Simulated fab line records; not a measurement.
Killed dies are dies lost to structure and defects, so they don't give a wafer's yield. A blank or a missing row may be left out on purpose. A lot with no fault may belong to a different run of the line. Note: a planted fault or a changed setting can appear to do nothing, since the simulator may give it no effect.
The tool behind it: which one? ; flow n5Finfet ; Sampling: 10 lots, 30 wafers, 5 of 1938 route steps

WHAT EACH GAUGE READ, for each wafer
N5_BEOL_M4_RC_MEAS_101. Usual: DIBL_N 36.3 mV/V, standard deviation 1; DIBL_P 36.2 mV/V, standard deviation 1.4; IOFF_N 0.157 nA/um, standard deviation 0.021; IOFF_P 0.206 nA/um, standard deviation 0.025; ION_N 673 uA/um, standard deviation 9; ION_P 461 uA/um, standard deviation 6.4; SS_N 71.5 mV/dec, standard deviation 0.5; SS_P 73.2 mV/dec, standard deviation 0.47; VT_N 249.9 mV, standard deviation 2.4; VT_P -250.6 mV, standard deviation 2.9.
lot;measured;on;DIBL_N (mV/V);DIBL_P (mV/V);IOFF_N (nA/um);IOFF_P (nA/um);ION_N (uA/um);ION_P (uA/um);SS_N (mV/dec);SS_P (mV/dec);VT_N (mV);VT_P (mV);flag
L634;day 8 10:10;prober-02;36.3 35.5 37.9;36.9 36.1 38.2;0.150 0.134 0.171;0.209 0.194 0.225;659 657 669;457 452 461;71.7 71.6 72.7;72.9 73.6 74.3;252.3 255.2 250.0;-251.1 -251.2 -252.0;
L637;day 9 07:38;prober-02;36.7 35.1 35.3;37.4 36.1 36.2;0.170 0.145 0.144;0.224 0.196 0.196;669 665 661;464 456 458;72.4 71.5 70.9;73.5 73.2 73.4;247.3 251.9 251.8;-249.1 -252.0 -252.4;
L636;day 9 11:14;prober-01;35.1 36.8 36.6;35.5 37.4 37.1;0.132 0.159 0.158;0.191 0.221 0.216;675 679 679;465 471 464;70.5 71.0 71.9;72.7 73.3 72.9;252.1 246.7 248.5;-252.4 -248.8 -251.5;
L638;day 9 09:32;prober-01;37.5 39.5 38.3;35.9 38.7 37.6;0.151 0.202 0.181;0.199 0.242 0.226;668 686 686;464 467 469;71.5 72.3 71.5;73.9 73.3 73.5;250.2 246.9 250.7;-249.6 -247.3 -250.6;
L644;day 10 21:08;prober-02;37.0 37.3 37.2;37.4 37.7 38.3;0.161 0.164 0.170;0.206 0.208 0.222;671 668 687;460 455 462;71.6 72.2 72.1;73.0 73.4 72.6;253.7 250.5 247.8;-251.2 -253.6 -251.6;
L645;day 11 07:20;prober-01;35.0 35.3 36.3;34.8 35.0 36.4;0.146 0.152 0.173;0.197 0.201 0.220;674 661 677;465 454 459;71.1 71.4 71.4;72.9 73.1 72.9;250.0 254.8 247.7;-252.0 -248.4 -250.4;
L647;day 11 23:32;prober-02;35.6 37.0 36.3;35.0 35.2 35.1;0.139 0.150 0.145;0.220 0.224 0.217;666 671 661;466 462 462;71.5 71.8 71.1;72.8 73.1 72.9;251.5 250.7 251.4;-247.1 -247.0 -247.4;
L649;day 12 04:47;prober-02;35.6 36.8 36.5;35.9 37.1 37.8;0.151 0.173 0.172;0.179 0.206 0.214;665 666 678;455 455 463;70.6 71.6 71.6;73.3 72.8 73.4;248.0 250.0 248.5;-254.9 -251.5 -252.5;
L650;day 12 07:06;prober-01;37.3 37.6 36.7;38.0 38.4 36.6;0.173 0.181 0.157;0.249 0.255 0.226;690 685 674;471 480 466;72.1 72.4 72.5;73.8 73.7 72.7;249.4 245.4 247.9;-244.6 -244.6 -248.5;
L652;day 12 23:17;prober-01;35.8 34.6 35.3;36.5 35.0 35.7;0.162 0.136 0.152;0.227 0.198 0.210;680 670 677;469 467 468;71.4 71.5 71.4;74.0 72.7 73.7;245.4 251.9 251.6;-247.4 -251.0 -245.4;

EACH LOT AND THE TOOL THAT RAN IT (in order: tool; ch and the chambers of the sampled wafers; start)
lot;N5_BEOL_M1_SPUTTER_92;N5_BEOL_M1_ANNEAL_93;N5_BEOL_M2_PECVD_72;N5_BEOL_M2_COAT_61
L634;pvdSputter-03, day 6 23:51;pvdSputter-03, day 6 23:56;pecvd-04 ch 0,1,2, day 7 01:31;lithoTrack-01 ch 0, day 7 03:35
L637;pvdSputter-02, day 7 15:50;pvdSputter-02, day 7 15:55;pecvd-02 ch 0,2, day 7 17:30;lithoTrack-02 ch 0, day 7 17:56
L636;pvdSputter-01, day 7 19:11;pvdSputter-01, day 7 19:16;pecvd-02 ch 0,1,2, day 7 20:52;lithoTrack-02 ch 0, day 7 23:27
L638;pvdSputter-03, day 7 19:23;pvdSputter-03, day 7 19:28;pecvd-03 ch 0,1,2, day 7 21:04;lithoTrack-04 ch 0, day 7 23:33
L644;pvdSputter-02, day 9 05:39;pvdSputter-02, day 9 05:44;pecvd-03 ch 0,1, day 9 07:43;lithoTrack-04 ch 0, day 9 07:53
L645;pvdSputter-03, day 9 22:48;pvdSputter-03, day 9 22:53;pecvd-03 ch 0,2, day 10 00:28;lithoTrack-04 ch 0, day 10 01:48
L647;pvdSputter-01, day 10 14:36;pvdSputter-01, day 10 14:41;pecvd-03 ch 0,1,2, day 10 16:37;lithoTrack-01 ch 0, day 10 17:44
L649;pvdSputter-03, day 10 17:04;pvdSputter-03, day 10 17:09;pecvd-03 ch 0,1,2, day 10 18:53;lithoTrack-01 ch 0, day 10 20:50
L650;pvdSputter-03, day 10 22:59;pvdSputter-03, day 10 23:04;pecvd-04 ch 0,2, day 11 00:38;lithoTrack-02 ch 0, day 11 02:37
L652;pvdSputter-02, day 11 10:38;pvdSputter-02, day 11 10:43;pecvd-03 ch 0,1,2, day 11 12:19;lithoTrack-02 ch 0, day 11 12:33
- N5_BEOL_M1_SPUTTER_92: material Cu, target thk 4.5 nm, time 8.29 s.
- N5_BEOL_M1_ANNEAL_93: time 240 s.
- N5_BEOL_M2_PECVD_72: deposits SiO2 from TEOS/O2, target thk 16 nm, time 18 s.
- N5_BEOL_M2_COAT_61: time 60 s, resist thk 60 nm.

WHAT THE TOOLS THEMSELVES READ (means of the sampled wafers that have a number; where no wafer has one, the mark that the record gives instead)
N5_BEOL_M1_SPUTTER_92. Usual: throttleValvePct at 29.7 %, with a standard deviation of 1.3.
lot;tool;throttleValvePct (%);flag
L634;pvdSputter-03;29.4;
L637;pvdSputter-02;29.0;
L636;pvdSputter-01;30.1;
L638;pvdSputter-03;28.5;
L644;pvdSputter-02;29.6;
L645;pvdSputter-03;30.7;
L647;pvdSputter-01;30.1;
L649;pvdSputter-03;29.9;
L650;pvdSputter-03;31.4;
L652;pvdSputter-02;29.0;

N5_BEOL_M1_ANNEAL_93. Usual: heaterPowerW at 849 W, with a standard deviation of 88.
lot;tool;heaterPowerW (W);flag
L634;pvdSputter-03;769;
L637;pvdSputter-02;873;
L636;pvdSputter-01;875;
L638;pvdSputter-03;849;
L644;pvdSputter-02;889;
L645;pvdSputter-03;753;
L647;pvdSputter-01;859;
L649;pvdSputter-03;813;
L650;pvdSputter-03;802;
L652;pvdSputter-02;815;

N5_BEOL_M2_PECVD_72. Usual: heaterPowerW 704 W, standard deviation 100; showerheadPlenumPTorr 8.79 Torr, standard deviation 0.073; throttleValvePct 22.5 %, standard deviation 0.95.
lot;tool;heaterPowerW (W);showerheadPlenumPTorr (Torr);throttleValvePct (%);flag
L634;pecvd-04;783;8.78;22.1;
L637;pecvd-02;617;8.72;23.4;
L636;pecvd-02;659;8.71;23.4;
L638;pecvd-03;683;8.86;22.1;
L644;pecvd-03;613;8.89;22.7;
L645;pecvd-03;718;8.78;22.0;
L647;pecvd-03;685;8.83;22.6;
L649;pecvd-03;686;8.83;22.4;
L650;pecvd-04;655;8.78;22.5;
L652;pecvd-03;702;8.85;22.0;

N5_BEOL_M2_COAT_61. Usual: plateTempC 250.00 C, standard deviation 0.16; spinSpeedRpm 1500.1 rpm, standard deviation 0.95.
lot;tool;plateTempC (C);spinSpeedRpm (rpm);flag
L634;lithoTrack-01;249.98;1500.5;
L637;lithoTrack-02;249.75;1500.3;
L636;lithoTrack-02;249.77;1498.8;
L638;lithoTrack-04;250.03;1500.1;
L644;lithoTrack-04;250.20;1404.8;OFF
L645;lithoTrack-04;250.07;1405.6;OFF
L647;lithoTrack-01;250.05;1500.2;
L649;lithoTrack-01;249.94;1500.4;
L650;lithoTrack-02;250.06;1500.5;
L652;lithoTrack-02;250.00;1500.2;

THE ANSWER, worked out from the rows above alone
Rule: lot off if the mean of its wafers having a number is beyond 3 standard deviations from the usual mean. A lot without any number at a reading at which 4 lots or more have one is off too. All remaining lots with rows at the step are treated as sound. After the gauges, taken in route order, come the tools' own readings; for these a lot's mean is taken, as printed above. The first step at which some lot is off is used, and at that step the reading that is off furthest; a lot without a number counts as furthest.
Off: L644, L645, at N5_BEOL_M2_COAT_61 (spinSpeedRpm).
If a tool, at that step or one of the process steps before it, ran each lot that is off and ran no sound lot following the first of them, it fits. One fits: N5_BEOL_M2_COAT_61 on lithoTrack-04. A fault onset in the window from L638 (day 7 23:33, its last sound lot) to L644 (day 9 07:53, its first lot off) fits.
The tool's own readings at N5_BEOL_M2_COAT_61 bear it out: on the lots that are off they differ by more than 5 times the standard deviation of the sound lots' means. spinSpeedRpm reads 1405.2 rpm there against 1500.1 rpm on the sound lots.

WHAT THE SIMULATOR HAD PUT IN
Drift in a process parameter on lithoTrack-04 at N5_BEOL_M2_COAT_61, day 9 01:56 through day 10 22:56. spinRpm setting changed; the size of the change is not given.
Lots struck among those shown: L644, L645. The same result came from the rule above.
